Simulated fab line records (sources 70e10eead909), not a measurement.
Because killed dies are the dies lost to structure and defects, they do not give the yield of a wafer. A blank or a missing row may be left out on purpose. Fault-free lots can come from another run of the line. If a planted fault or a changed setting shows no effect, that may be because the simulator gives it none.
Which tool was responsible? | flow nand_harc | 11 lots with 33 wafers sampled at 4 steps, on a route of 1302 steps

## WHAT EACH GAUGE READ, for each wafer
NHARC_A_SGD_CUT_THK_MEAS_22: measures by ellipsometry.
lot  | measured     | on            | thk_nm (nm)
L328 | day 19 15:38 | film_metro-01 | 147.7 150.0 148.9
L329 | day 20 12:16 | film_metro-02 | 147.7 147.8 147.8
L330 | day 21 02:37 | film_metro-01 | 147.9 149.0 148.9
L334 | day 22 14:01 | film_metro-01 | 146.5 149.4 147.6
L335 | day 23 05:23 | film_metro-01 | 148.7 147.5 148.2
L336 | day 23 18:35 | film_metro-02 | 148.2 147.4 150.0
L337 | day 23 18:35 | film_metro-01 | 148.1 147.8 145.5
L338 | day 24 11:25 | film_metro-02 | 146.3 147.7 146.3
L343 | day 25 22:38 | film_metro-02 | 145.6 109.6 147.8
L349 | day 28 12:29 | film_metro-01 | 149.7 149.8 147.7
L350 | day 29 04:32 | film_metro-02 | 149.6 149.8 149.7

## TOOL THAT RAN EACH LOT (tool first, then ch and the chambers of the sampled wafers, then the start)
lot  | NHARC_A_SGD_CUT_ETCH_15                       | NHARC_A_SGD_CUT_STRIP_17                      | NHARC_A_SGD_CUT_DEP_20
L328 | rie_diel-02 ch 0,2,3, day 19 09:01 or earlier | rie_diel-02 ch 2,3, day 19 09:01 or earlier   | fcvd-01 ch 0,1, day 19 09:01
L329 | rie_diel-12 ch 0,1, day 20 07:05 or earlier   | rie_diel-12 ch 0,1, day 20 07:05 or earlier   | fcvd-02 ch 0,1, day 20 07:05
L330 | rie_diel-12 ch 0,3, day 20 21:09 or earlier   | rie_diel-12 ch 1,2,3, day 20 21:09 or earlier | fcvd-02 ch 0,1, day 20 21:09
L334 | rie_diel-12 ch 0,2,3, day 22 09:08 or earlier | rie_diel-12 ch 0,1,2, day 22 09:08 or earlier | fcvd-02 ch 0,1, day 22 09:08
L335 | rie_diel-12 ch 2, day 22 20:50 or earlier     | rie_diel-12 ch 0,2, day 22 20:50 or earlier   | fcvd-01 ch 0,1, day 22 20:50
L336 | rie_diel-02 ch 0,3, day 23 11:25 or earlier   | rie_diel-02 ch 0,1, day 23 11:25 or earlier   | fcvd-02 ch 0,1, day 23 11:25
L337 | rie_diel-12 ch 1,2, day 23 11:41 or earlier   | rie_diel-12 ch 0,1, day 23 11:41 or earlier   | fcvd-02 ch 0,1, day 23 11:41
L338 | rie_diel-12 ch 0,1, day 24 04:14 or earlier   | rie_diel-12 ch 2,3, day 24 04:14 or earlier   | fcvd-02 ch 0,1, day 24 04:14
L343 | rie_diel-02 ch 0,1,2, day 25 17:11 or earlier | rie_diel-02 ch 0,1,3, day 25 17:11 or earlier | fcvd-02 ch 0,1, day 25 17:11
L349 | rie_diel-02 ch 1,2,3, day 28 07:01 or earlier | rie_diel-02 ch 1,2,3, day 28 07:01 or earlier | fcvd-01 ch 0,1, day 28 07:01
L350 | rie_diel-13 ch 0,1,2, day 28 20:15 or earlier | rie_diel-13 ch 0,1,2, day 28 20:15 or earlier | fcvd-01 ch 0,1, day 28 20:15
- NHARC_A_SGD_CUT_ETCH_15: etches the open film in CH3F/O2, target depth 75 nm, time 64.3 s.
- NHARC_A_SGD_CUT_STRIP_17: strips in O2.
- NHARC_A_SGD_CUT_DEP_20: deposits SiO2, target thk 150 nm.

## THE ANSWER, worked out from the rows above alone
Rule: usual is defined by the lots themselves. The widest of any qualifying gaps counts: lots, ordered by their means at a reading, are off when they make up no more than a third of the lots, leave a main group of 4 or more, and stand apart from it by 3 or more times the standard deviation of that group's means. A main group whose means are all the same, to the digits that the tables above print for the reading, isn't used. Also off: a lot with no number at a reading for which 4 or more lots have one. All remaining lots with rows at the step are treated as sound.
Off, at NHARC_A_SGD_CUT_THK_MEAS_22 on thk_nm: L343. Main group: mean 148.2 nm, sd 0.85.
A tool fits if, at a process step before that reading, it ran every lot that is off, and no sound lot after the first of them. The gauges at NHARC_A_SGD_CUT_THK_MEAS_22 are tried like those tools. NHARC_A_SGD_CUT_ETCH_15 gives no start for some lots, so the hours and the order of its lots are those of NHARC_A_SGD_CUT_DEP_20. NHARC_A_SGD_CUT_STRIP_17 gives no start for some lots, so the hours and the order of its lots are those of NHARC_A_SGD_CUT_DEP_20. One candidate fits, namely fcvd-02 at NHARC_A_SGD_CUT_DEP_20. Its last sound lot is L338 (day 24 04:14), its first lot that is off L343 (day 25 17:11): a fault that began between those two fits.

## WHAT HAD BEEN PUT IN BY THE SIMULATOR
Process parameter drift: fcvd-02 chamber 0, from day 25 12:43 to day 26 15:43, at NHARC_A_SGD_CUT_DEP_20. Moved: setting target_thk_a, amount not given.
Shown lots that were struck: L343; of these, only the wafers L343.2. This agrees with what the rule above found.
